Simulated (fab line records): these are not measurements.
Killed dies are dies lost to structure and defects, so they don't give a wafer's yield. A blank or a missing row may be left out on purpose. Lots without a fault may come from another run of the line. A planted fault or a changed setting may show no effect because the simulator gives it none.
Chamber matching || flow n5Finfet || N5_SDB_CUT_ETCH_26 on rieSi-03 has 4 sister chambers
The step etches Si in HBr/Cl2/O2, target depth 129.6 nm, bt time 20 s, time 51.8 s. 4 wafers are shown with their chamber, then 12 later ones without.

WAFERS, EACH WITH ITS CHAMBER
{"wafer": "L087.2", "chamber": 2, "throttleValvePct (%)": 37.32}
{"wafer": "L089.1", "chamber": 1, "throttleValvePct (%)": 36.85}
{"wafer": "L089.4", "chamber": 3, "throttleValvePct (%)": 37.73}
{"wafer": "L089.6", "chamber": 0, "throttleValvePct (%)": 37.88}

WAFERS WITH NO CHAMBER GIVEN
{"wafer": "L092.1", "throttleValvePct (%)": 37.32}
{"wafer": "L092.2", "throttleValvePct (%)": 37.89}
{"wafer": "L092.3", "throttleValvePct (%)": 36.86}
{"wafer": "L092.4", "throttleValvePct (%)": 37.72}
{"wafer": "L092.5", "throttleValvePct (%)": 36.85}
{"wafer": "L092.6", "throttleValvePct (%)": 37.89}
{"wafer": "L094.4", "throttleValvePct (%)": 37.74}
{"wafer": "L094.5", "throttleValvePct (%)": 37.32}
{"wafer": "L094.6", "throttleValvePct (%)": 37.72}
{"wafer": "L095.1", "throttleValvePct (%)": 37.74}
{"wafer": "L095.3", "throttleValvePct (%)": 36.82}
{"wafer": "L095.6", "throttleValvePct (%)": 37.90}

EACH ONE'S CHAMBER
{"wafer": "L092.1", "from the rows above": 2, "in truth": 2}
{"wafer": "L092.2", "from the rows above": 0, "in truth": 0}
{"wafer": "L092.3", "from the rows above": 1, "in truth": 1}
{"wafer": "L092.4", "from the rows above": 3, "in truth": 3}
{"wafer": "L092.5", "from the rows above": 1, "in truth": 1}
{"wafer": "L092.6", "from the rows above": 0, "in truth": 0}
{"wafer": "L094.4", "from the rows above": 3, "in truth": 3}
{"wafer": "L094.5", "from the rows above": 2, "in truth": 2}
{"wafer": "L094.6", "from the rows above": 3, "in truth": 3}
{"wafer": "L095.1", "from the rows above": 3, "in truth": 3}
{"wafer": "L095.3", "from the rows above": 1, "in truth": 1}
{"wafer": "L095.6", "from the rows above": 0, "in truth": 0}
Correctly placed: 12 of 12. Number that these rows cannot place: 0. Number placed wrongly: 0.
How it was worked out, from the rows above alone: a wafer's distance from a chamber is the root of the sum, over the readings, of the square of ((its reading less the chamber's mean) divided by the reading's scatter). The wafer belongs to the nearest chamber; if the next one is less than 2 further off, it can't be placed. The mean given for a chamber averages the wafers shown for that chamber. The scatter: root of mean squared gap, hidden wafer to nearest shown wafer, with one shown wafer a chamber.
